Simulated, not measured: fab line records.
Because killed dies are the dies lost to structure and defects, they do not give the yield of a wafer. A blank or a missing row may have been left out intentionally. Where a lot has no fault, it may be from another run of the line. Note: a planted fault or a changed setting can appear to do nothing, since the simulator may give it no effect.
Which tool was responsible? || flow nand harc || 18 wafers from 6 lots sampled at 5 of the route's 1302 steps

## WHAT EACH GAUGE READ, for each wafer
NHARC_END_SORT_01.
{"lot": "L694", "measured": "day 29 12:08", "on": "prober-01", "killed at periphery": "4 3 2"}
{"lot": "L703", "measured": "day 32 20:02", "on": "prober-01", "killed at periphery": "1 1 3"}

## WHAT TOOL EACH LOT RAN ON (gives the tool, then ch and the chambers of the sampled wafers, and finally the start)
{"lot": "L686", "NHARC_P_M0_STRIP_18": "rie diel-03 ch 0,2,3, day 7 13:22", "NHARC_P_M0_PRE_CLEAN_29": "pvd sputter-03, day 7 16:43 or earlier", "NHARC_P_M1_PEB_07": "litho track-06 ch 0, day 7 16:43", "NHARC_P_M1_ETCH_15": "rie diel-07 ch 0,1,3, no start"}
{"lot": "L689", "NHARC_P_M0_STRIP_18": "rie diel-08 ch 0,1,3, day 8 14:43", "NHARC_P_M0_PRE_CLEAN_29": "pvd sputter-02, day 8 17:59 or earlier", "NHARC_P_M1_PEB_07": "litho track-04 ch 0, day 8 17:59", "NHARC_P_M1_ETCH_15": "rie diel-07 ch 1,2,3, no start"}
{"lot": "L694", "NHARC_P_M0_STRIP_18": "rie diel-03 ch 1,3, day 10 15:29", "NHARC_P_M0_PRE_CLEAN_29": "pvd sputter-02, day 10 18:58 or earlier", "NHARC_P_M1_PEB_07": "litho track-01 ch 0, day 10 18:58", "NHARC_P_M1_ETCH_15": "rie diel-07 ch 0,1,3, day 29 12:08 or earlier"}
{"lot": "L700", "NHARC_P_M0_STRIP_18": "rie diel-03 ch 0,1, day 13 10:39", "NHARC_P_M0_PRE_CLEAN_29": "pvd sputter-01, day 13 14:07 or earlier", "NHARC_P_M1_PEB_07": "litho track-04 ch 0, day 13 14:07", "NHARC_P_M1_ETCH_15": "rie diel-02 ch 1,3, no start"}
{"lot": "L703", "NHARC_P_M0_STRIP_18": "rie diel-08 ch 1,2, day 14 12:32", "NHARC_P_M0_PRE_CLEAN_29": "pvd sputter-03, day 14 15:50 or earlier", "NHARC_P_M1_PEB_07": "litho track-06 ch 0, day 14 15:50", "NHARC_P_M1_ETCH_15": "rie diel-02 ch 0,2,3, day 32 20:02 or earlier"}
{"lot": "L705", "NHARC_P_M0_STRIP_18": "rie diel-12 ch 0,2,3, day 15 06:47", "NHARC_P_M0_PRE_CLEAN_29": "pvd sputter-02, day 15 10:18 or earlier", "NHARC_P_M1_PEB_07": "litho track-06 ch 0, day 15 10:18", "NHARC_P_M1_ETCH_15": "rie diel-02 ch 0,1,2, no start"}
- NHARC_P_M0_STRIP_18: strips in N2/H2.
- NHARC_P_M0_PRE_CLEAN_29: time 30 s.
- NHARC_P_M1_PEB_07: peb time 65 s.
- NHARC_P_M1_ETCH_15: etches the open film in C4F8/Ar, target depth 182.5 nm, time 91.2 s.

## THE ANSWER, worked out from the rows above alone
Rule: what is usual is taken from the lots themselves. Put in order of their means at a reading, lots are off if they are a third of the lots or fewer, leave a main group of 4 or more, and stand apart from it by a gap of 3 or more times the standard deviation of the main group's means; of several such gaps the widest counts. A main group whose means are all the same, to the digits that the tables above print for the reading, isn't used. A lot without any number at a reading at which 4 lots or more have one is off too. Any other lot the step has rows for is counted as sound.
No lot is off at any reading shown: from this, nothing can be told.

## WHAT THE SIMULATOR HAD PUT IN
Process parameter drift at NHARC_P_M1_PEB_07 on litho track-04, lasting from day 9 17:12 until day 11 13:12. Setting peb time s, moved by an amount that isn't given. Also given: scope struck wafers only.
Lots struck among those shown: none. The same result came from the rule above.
